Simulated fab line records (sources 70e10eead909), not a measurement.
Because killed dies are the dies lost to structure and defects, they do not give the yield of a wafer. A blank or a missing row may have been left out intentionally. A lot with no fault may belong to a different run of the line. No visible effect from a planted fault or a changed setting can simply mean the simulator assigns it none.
Comparing a struck lot with a sound one -- flow nand_harc -- 15 out of 1302 route steps
Sound: these wafers, L174.1, L174.3, L174.5. Wafers L168.2, L168.3, L168.5 were the ones struck. At the end, the cause is stated.
Order at every step that has rows: each side's tool, ch and its chambers, its first start. Under that, the readings that differ: sound wafers -- struck wafers -- difference of the means -- sigmas: that difference in standard deviations of wafers without a fault.
alike: readings with means less than 2 such deviations apart, plus words and numbers identical on both sides. not compared: withheld readings, readings lacking a value on some wafer, bounds such as >300 that could conceal the same value, and numbers that have no deviation in the record and whose values overlap.
Wherever a step has rows on one side only, a row that says differs or no value, or a row with sigmas, the two part there. Non-overlapping numbers with no deviation appear without sigmas and do not part them. Lack of a reading on every wafer of one side parts them only where that side has two or more wafers.

NHARC_A_DECK1_JOINT_ETCHBACK_00: etches the open film in HBr, target depth 30 nm, time 17.4 s.
  sound on rie_si-04 ch 0,2, day 18 05:44; struck on rie_si-01 ch 1,3, day 15 20:53
  alike: drypump_motor_current_A, oes_product_au, throttle_valve_pct
  not compared: rf_hours_counter_h
then, 8 steps without rows for these wafers: NHARC_A_DECK1_JOINT_PRECLEAN_30 (cleans in SC1); NHARC_A_DECK1_JOINT_SRD_31; NHARC_A_DECK1_JOINT_CVD_34 (deposits SiNx, target thk 20 nm); NHARC_A_DECK1_JOINT_DEP_06 (deposits SiOx, target thk 80 nm); NHARC_A_DECK1_JOINT_CURE_26 (time 32 s); NHARC_A_DECK1_JOINT_ANNEAL_27 (time 3600 s); NHARC_A_DECK1_JOINT_ANNEAL_28 (time 1800 s); NHARC_A_DECK1_JOINT_ANNEAL_29 (time 1800 s).
NHARC_A_DECK1_JOINT_CMP_02: polishes SiOx.
  sound on cmp-02 ch 0,1,2, day 19 02:41; struck on cmp-03 ch 0,1, day 16 23:49
  alike: motor_current_A
next, for these wafers, 1 step has no rows: NHARC_A_DECK1_JOINT_SRD_15.
NHARC_A_DECK1_JOINT_DEP_16: deposits SiO2, target thk 45 nm.
  sound on pecvd-03 ch 1,2, day 19 03:01; struck on pecvd-02 ch 1,2, day 17 00:12
  alike: heater_power_w, throttle_valve_pct
NHARC_A_DECK1_JOINT_THK_MEAS_17: measures by ellipsometry.
  struck on film_metro-01, day 17 00:29; sound on film_metro-02, day 19 03:18
reading,sound,struck,difference,sigmas
thk_nm (nm),43.6 43.9 46.5,35.8 37.4 36.0,-8.3,-6
NHARC_A_DECK1_JOINT_INSPECT_05:
  struck on defect_inspect-02, day 17 00:31; sound on defect_inspect-02, day 19 03:20
  alike: raw_defect_count
-- the record jumps here: 12 days lie between the struck wafers' starts before and after (it left off in module A_DECK1_JOINT and takes up again in module END, whose first step shown is number 1302 of the route) --
NHARC_END_SORT_01:
  the record has rows for the struck wafers here (prober-02 ch 0, day 28 23:54) and none for the sound ones

== WHERE THEY PART ==
Last at NHARC_END_SORT_01 as far as this record goes, first at NHARC_A_DECK1_JOINT_THK_MEAS_17.

WHY: the cause the simulator had injected
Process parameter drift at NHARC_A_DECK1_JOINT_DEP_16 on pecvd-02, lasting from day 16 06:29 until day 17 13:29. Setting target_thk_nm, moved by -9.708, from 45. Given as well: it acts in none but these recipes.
